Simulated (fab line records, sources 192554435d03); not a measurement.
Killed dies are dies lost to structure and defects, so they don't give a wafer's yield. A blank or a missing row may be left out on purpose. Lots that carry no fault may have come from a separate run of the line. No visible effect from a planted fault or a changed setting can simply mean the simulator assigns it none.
8D (eight disciplines) problem report, filled in by code | flow n5Finfet | the parts of the form that need people (team, actions taken, sign-off) are left out

== 1. WHAT IS WRONG ==
Mean of spinSpeedRpm at N5_HKMG_FIN_COAT_30: 1400.0 rpm across 5 wafers in 2 lots; on wafers with no fault it is 1499.9 rpm (standard deviation 1). That is -99 or more standard deviations from the usual mean.
The step: time 60 s, resist thk 35 nm.
First seen on wafer L713.1, day 7 05:14, on lithoTrack-03. At this step, 35 wafers from 12 lots have a number in the record. Rule for "out", or "out of limits": more than 4 standard deviations from the usual mean. Any other wafer with a number is counted as sound.

== 2. WHAT IT IS, AND WHAT IT ISN'T ==
question                    | is                     | is not
which readings at this step | spinSpeedRpm           | chillPlateTempC, dispensePressureKPa
which lots                  | L713, L716             | L701, L702, L705, L706, L708, L711, L715, L719, L721, L722
which wafers of those lots  | all that have a number | -
read on which tools         | lithoTrack-03          | lithoTrack-01, lithoTrack-02
when                        | from day 7 05:14       | up to then (18 sound wafers); but 12 sound wafers of L715, L719, L721, L722 came after

== 3. SUSPECTS, AND WHAT RULES EACH OUT ==
Counting: any tool at a process step up to the reading is kept as a suspect provided that every lot that is out went through it and no sound lot did after the first of them.
- thermalCvdSi-01 at N5_HKMG_FIN_CVD_62 (deposits a-Si from Si2H6, target thk 3 nm, time 20.8 s): ruled out as a lasting fault. Following L713 (day 7 04:02), the first lot on it that is out, the sound lots L715, L722 were run on it.
- lithoTrack-03 at N5_HKMG_FIN_COAT_30 (time 60 s, resist thk 35 nm): kept. It ran every lot that is out, first L713 (day 7 05:14), and no sound lot after that; its last sound lot up to then is L711 (day 6 13:20). Its own readings are out on those wafers: spinSpeedRpm.
After counting, what remains is lithoTrack-03 at N5_HKMG_FIN_COAT_30.

== 4. THE CAUSE (what the simulator had put in) ==
Process parameter drift: lithoTrack-03, from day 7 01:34 on, at N5_HKMG_FIN_COAT_30. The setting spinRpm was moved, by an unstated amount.
After counting, this tool was the only one left.

== 5. SEQUENCE OF EFFECTS, ordered by route ==
Rows list readings where the struck wafers' mean (over those with a number) sits beyond 3 standard deviations from the usual. Only readings for which the record gives a usual standard deviation are gone through. hours: the time from each lot's start at the first step in this table that gives one to its start at this step, as a median over the lots. sigmas: the change in usual standard deviations.
hours | step                | reading      | usual      | on struck wafers | change | sigmas
0     | N5_HKMG_FIN_COAT_30 | spinSpeedRpm | 1499.9 rpm | 1400.0           | -99.9  | -99 or more
The process steps in it:
- N5_HKMG_FIN_COAT_30: time 60 s, resist thk 35 nm.

== 6. HOW IT WOULD HAVE BEEN CAUGHT EARLIER ==
In this record the first reading out of limits was taken at day 7 05:14, 4 hours after the fault began at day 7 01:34.
